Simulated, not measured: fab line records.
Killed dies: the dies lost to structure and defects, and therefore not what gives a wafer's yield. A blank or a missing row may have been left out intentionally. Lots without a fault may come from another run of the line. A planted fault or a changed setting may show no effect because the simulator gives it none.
Which of the tools did it? / flow nand harc / Sampling: 14 lots, 38 wafers, 5 of 1302 route steps

## WHAT EACH GAUGE READ, for each wafer
NHARC_A_SLIT_CD_MEAS_21.
lot=L628; measured=day 20 09:31; on=cd sem-03; cd nm (nm)=288.7 287.9 289.6
lot=L631; measured=day 21 11:59; on=cd sem-01; cd nm (nm)=289.9 290.6 290.5
lot=L632; measured=day 21 14:43; on=cd sem-03; cd nm (nm)=290.1 291.2 290.0
lot=L633; measured=day 23 10:14; on=cd sem-01; cd nm (nm)=288.4 289.2 290.2
lot=L636; measured=day 23 18:34; on=cd sem-03; cd nm (nm)=290.2 289.2 289.7
lot=L638; measured=day 24 08:37; on=cd sem-01; cd nm (nm)=288.1 289.7 288.9
lot=L637; measured=day 24 12:17; on=cd sem-02; cd nm (nm)=290.5 290.2 289.6
lot=L639; measured=day 24 19:52; on=cd sem-02; cd nm (nm)=288.8 288.8 289.4
lot=L641; measured=day 25 18:24; on=cd sem-01; cd nm (nm)=289.2
lot=L640; measured=day 26 06:07; on=cd sem-03; cd nm (nm)=290.3
lot=L646; measured=day 27 16:18; on=cd sem-03; cd nm (nm)=290.5 290.5 289.4
lot=L647; measured=day 28 08:02; on=cd sem-02; cd nm (nm)=290.5 289.9 290.0
lot=L648; measured=day 28 08:26; on=cd sem-02; cd nm (nm)=290.4 289.5 289.7
lot=L649; measured=day 29 03:43; on=cd sem-01; cd nm (nm)=289.7 290.0 288.8

NHARC_END_SORT_01.
lot=L641; measured=day 30 09:41; on=prober-01; killed at array=672; killed at other=0; killed at periphery=5; killed dies=677; killed open=5; killed short=3
lot=L640; measured=day 30 20:06; on=prober-02; killed at array=674; killed at other=1; killed at periphery=2; killed dies=677; killed open=4; killed short=3

## EACH LOT AND THE TOOL THAT RAN IT (in order: tool; ch and the chambers of the sampled wafers; start)
lot=L628; NHARC_A_WL_FILL_ALD_02=ald metal-03 ch 0,2,3, day 20 16:41; NHARC_A_WL_FILL_ETCHBACK_16=rie diel-08 ch 0,1,3, day 21 14:08; NHARC_A_WL_FILL_ETCHBACK_17=rie metal-03 ch 1, day 21 14:19
lot=L631; NHARC_A_WL_FILL_ALD_02=ald metal-01 ch 1,2,3, day 21 19:17; NHARC_A_WL_FILL_ETCHBACK_16=rie diel-03 ch 0,1, day 22 05:52; NHARC_A_WL_FILL_ETCHBACK_17=rie metal-02 ch 0,1, day 22 06:04
lot=L632; NHARC_A_WL_FILL_ALD_02=ald metal-04 ch 0,3, day 21 21:49; NHARC_A_WL_FILL_ETCHBACK_16=rie diel-05 ch 0,2,3, day 22 14:13; NHARC_A_WL_FILL_ETCHBACK_17=rie metal-01 ch 0,1, day 22 14:24
lot=L633; NHARC_A_WL_FILL_ALD_02=ald metal-03 ch 0,1,2, day 23 18:47; NHARC_A_WL_FILL_ETCHBACK_16=rie diel-08 ch 1,2,3, day 24 06:18; NHARC_A_WL_FILL_ETCHBACK_17=rie metal-02 ch 0,1, day 24 06:29
lot=L636; NHARC_A_WL_FILL_ALD_02=ald metal-01 ch 0,1,3, day 24 01:50; NHARC_A_WL_FILL_ETCHBACK_16=rie diel-05 ch 0,1,2, day 24 15:32; NHARC_A_WL_FILL_ETCHBACK_17=rie metal-02 ch 0, day 24 15:44
lot=L638; NHARC_A_WL_FILL_ALD_02=ald metal-03 ch 0,3, day 24 15:57; NHARC_A_WL_FILL_ETCHBACK_16=rie diel-05 ch 1,2, day 25 03:14; NHARC_A_WL_FILL_ETCHBACK_17=rie metal-03 ch 0,1, day 25 03:25
lot=L637; NHARC_A_WL_FILL_ALD_02=ald metal-04 ch 0,3, day 24 19:26; NHARC_A_WL_FILL_ETCHBACK_16=rie diel-08 ch 0,1,2, day 25 08:05; NHARC_A_WL_FILL_ETCHBACK_17=rie metal-03 ch 0,1, day 25 08:16
lot=L639; NHARC_A_WL_FILL_ALD_02=ald metal-03 ch 0,3, day 25 03:06; NHARC_A_WL_FILL_ETCHBACK_16=rie diel-08 ch 0,3, day 25 14:59; NHARC_A_WL_FILL_ETCHBACK_17=rie metal-01 ch 0,1, day 25 15:14
lot=L641; NHARC_A_WL_FILL_ALD_02=ald metal-01 ch 1, day 26 09:40; NHARC_A_WL_FILL_ETCHBACK_16=rie diel-05 ch 1, day 26 22:55; NHARC_A_WL_FILL_ETCHBACK_17=rie metal-03 ch 1, day 26 23:09
lot=L640; NHARC_A_WL_FILL_ALD_02=ald metal-01 ch 2, day 26 13:32; NHARC_A_WL_FILL_ETCHBACK_16=rie diel-05 ch 2, day 26 22:59; NHARC_A_WL_FILL_ETCHBACK_17=rie metal-01 ch 0, day 26 23:12
lot=L646; NHARC_A_WL_FILL_ALD_02=ald metal-04 ch 0,1,3, day 27 23:25; NHARC_A_WL_FILL_ETCHBACK_16=rie diel-08 ch 1,2, day 28 10:40; NHARC_A_WL_FILL_ETCHBACK_17=rie metal-03 ch 0,1, day 28 10:53
lot=L647; NHARC_A_WL_FILL_ALD_02=ald metal-03 ch 0,1, day 28 15:25; NHARC_A_WL_FILL_ETCHBACK_16=rie diel-08 ch 0,1,3, day 29 02:14; NHARC_A_WL_FILL_ETCHBACK_17=rie metal-03 ch 0,1, day 29 02:26
lot=L648; NHARC_A_WL_FILL_ALD_02=ald metal-04 ch 2,3, day 28 15:15; NHARC_A_WL_FILL_ETCHBACK_16=rie diel-03 ch 0,2,3, day 29 02:06; NHARC_A_WL_FILL_ETCHBACK_17=rie metal-01 ch 0,1, day 29 02:17
lot=L649; NHARC_A_WL_FILL_ALD_02=ald metal-04 ch 0,2,3, day 29 10:53; NHARC_A_WL_FILL_ETCHBACK_16=rie diel-03 ch 0,1,3, day 29 22:14; NHARC_A_WL_FILL_ETCHBACK_17=rie metal-02 ch 0,1, day 29 22:23
- NHARC_A_WL_FILL_ALD_02: deposits TiN, target thk 2 nm, pulse time 3 s, ald cycles 100.
- NHARC_A_WL_FILL_ETCHBACK_16: etches the open film in C4F8/O2/Ar, target depth 120 nm, time 24 s.
- NHARC_A_WL_FILL_ETCHBACK_17: etches the open film in Cl2/BCl3, target depth 4 nm, time 26.7 s.

## AS READ BY THE TOOLS THEMSELVES (means over the sampled wafers that have a number; for cases with no such wafer, the mark the record gives instead)
NHARC_A_WL_FILL_ALD_02.
lot=L628; tool=ald metal-03; heater power w (W)=1089; precursor pulse height rel=1.000
lot=L631; tool=ald metal-01; heater power w (W)=986; precursor pulse height rel=1.018
lot=L632; tool=ald metal-04; heater power w (W)=1204; precursor pulse height rel=0.974
lot=L633; tool=ald metal-03; heater power w (W)=1086; precursor pulse height rel=1.001
lot=L636; tool=ald metal-01; heater power w (W)=991; precursor pulse height rel=0.978
lot=L638; tool=ald metal-03; heater power w (W)=1026; precursor pulse height rel=1.002
lot=L637; tool=ald metal-04; heater power w (W)=1237; precursor pulse height rel=1.002
lot=L639; tool=ald metal-03; heater power w (W)=1039; precursor pulse height rel=0.993
lot=L641; tool=ald metal-01; heater power w (W)=1005; precursor pulse height rel=0.983
lot=L640; tool=ald metal-01; heater power w (W)=924; precursor pulse height rel=0.964
lot=L646; tool=ald metal-04; heater power w (W)=1186; precursor pulse height rel=0.996
lot=L647; tool=ald metal-03; heater power w (W)=999; precursor pulse height rel=0.981
lot=L648; tool=ald metal-04; heater power w (W)=1032; precursor pulse height rel=0.997
lot=L649; tool=ald metal-04; heater power w (W)=1127; precursor pulse height rel=1.019

NHARC_A_WL_FILL_ETCHBACK_16.
lot=L628; tool=rie diel-08; oes product au (a.u.)=1.006; rf vpp V (V)=724; run length s (s)=45.4
lot=L631; tool=rie diel-03; oes product au (a.u.)=1.000; rf vpp V (V)=725; run length s (s)=45.2
lot=L632; tool=rie diel-05; oes product au (a.u.)=0.954; rf vpp V (V)=728; run length s (s)=45.4
lot=L633; tool=rie diel-08; oes product au (a.u.)=0.996; rf vpp V (V)=725; run length s (s)=45.4
lot=L636; tool=rie diel-05; oes product au (a.u.)=0.966; rf vpp V (V)=724; run length s (s)=45.2
lot=L638; tool=rie diel-05; oes product au (a.u.)=1.007; rf vpp V (V)=724; run length s (s)=45.2
lot=L637; tool=rie diel-08; oes product au (a.u.)=0.993; rf vpp V (V)=723; run length s (s)=45.3
lot=L639; tool=rie diel-08; oes product au (a.u.)=1.006; rf vpp V (V)=727; run length s (s)=45.8
lot=L641; tool=rie diel-05; oes product au (a.u.)=0.969; rf vpp V (V)=718; run length s (s)=29.5
lot=L640; tool=rie diel-05; oes product au (a.u.)=0.998; rf vpp V (V)=726; run length s (s)=29.6
lot=L646; tool=rie diel-08; oes product au (a.u.)=0.981; rf vpp V (V)=724; run length s (s)=45.4
lot=L647; tool=rie diel-08; oes product au (a.u.)=1.008; rf vpp V (V)=725; run length s (s)=45.4
lot=L648; tool=rie diel-03; oes product au (a.u.)=0.955; rf vpp V (V)=722; run length s (s)=45.4
lot=L649; tool=rie diel-03; oes product au (a.u.)=0.932; rf vpp V (V)=723; run length s (s)=45.4

NHARC_A_WL_FILL_ETCHBACK_17.
lot=L628; tool=rie metal-03; drypump motor current A (A)=6.2; he backside leak sccm (sccm)=3.22; oes product au (a.u.)=1.018; run length s (s)=47.6
lot=L631; tool=rie metal-02; drypump motor current A (A)=5.7; he backside leak sccm (sccm)=3.36; oes product au (a.u.)=0.995; run length s (s)=47.7
lot=L632; tool=rie metal-01; drypump motor current A (A)=5.5; he backside leak sccm (sccm)=3.38; oes product au (a.u.)=0.994; run length s (s)=48.0
lot=L633; tool=rie metal-02; drypump motor current A (A)=5.7; he backside leak sccm (sccm)=3.37; oes product au (a.u.)=0.986; run length s (s)=47.7
lot=L636; tool=rie metal-02; drypump motor current A (A)=5.8; he backside leak sccm (sccm)=3.69; oes product au (a.u.)=0.995; run length s (s)=47.6
lot=L638; tool=rie metal-03; drypump motor current A (A)=6.0; he backside leak sccm (sccm)=3.41; oes product au (a.u.)=1.017; run length s (s)=47.9
lot=L637; tool=rie metal-03; drypump motor current A (A)=6.1; he backside leak sccm (sccm)=3.16; oes product au (a.u.)=1.017; run length s (s)=47.9
lot=L639; tool=rie metal-01; drypump motor current A (A)=5.5; he backside leak sccm (sccm)=3.47; oes product au (a.u.)=0.989; run length s (s)=47.9
lot=L641; tool=rie metal-03; drypump motor current A (A)=6.2; he backside leak sccm (sccm)=3.11; oes product au (a.u.)=1.025; run length s (s)=48.0
lot=L640; tool=rie metal-01; drypump motor current A (A)=5.7; he backside leak sccm (sccm)=3.43; oes product au (a.u.)=1.005; run length s (s)=47.8
lot=L646; tool=rie metal-03; drypump motor current A (A)=6.1; he backside leak sccm (sccm)=3.16; oes product au (a.u.)=1.018; run length s (s)=47.8
lot=L647; tool=rie metal-03; drypump motor current A (A)=6.1; he backside leak sccm (sccm)=3.24; oes product au (a.u.)=1.011; run length s (s)=48.0
lot=L648; tool=rie metal-01; drypump motor current A (A)=5.2; he backside leak sccm (sccm)=3.52; oes product au (a.u.)=1.009; run length s (s)=47.9
lot=L649; tool=rie metal-02; drypump motor current A (A)=5.7; he backside leak sccm (sccm)=3.49; oes product au (a.u.)=0.995; run length s (s)=47.5

## THE ANSWER, worked out from the rows above alone
Rule: the lots themselves supply what counts as usual. The widest of any qualifying gaps counts: lots, ordered by their means at a reading, are off when they make up no more than a third of the lots, leave a main group of 4 or more, and stand apart from it by 3 or more times the standard deviation of that group's means. A main group whose means are all the same, to the digits that the tables above print for the reading, isn't used. Also off: a lot with no number at a reading for which 4 or more lots have one. All remaining lots with rows at the step are treated as sound. After the gauges, taken in route order, come the tools' own readings; for these a lot's mean is taken, as printed above. The first step at which some lot is off is used, and at that step the reading that is off furthest; a lot without a number counts as furthest.
Off, at NHARC_A_WL_FILL_ETCHBACK_16 on run length s: L641, L640. For the main group the mean is 45.4 s and the standard deviation 0.15.
If a tool, at that step or one of the process steps before it, ran each lot that is off and ran no sound lot following the first of them, it fits. Can't be told from this: 2 tools fit, ald metal-01 at NHARC_A_WL_FILL_ALD_02, rie diel-05 at NHARC_A_WL_FILL_ETCHBACK_16.

## WHAT HAD BEEN PUT IN BY THE SIMULATOR
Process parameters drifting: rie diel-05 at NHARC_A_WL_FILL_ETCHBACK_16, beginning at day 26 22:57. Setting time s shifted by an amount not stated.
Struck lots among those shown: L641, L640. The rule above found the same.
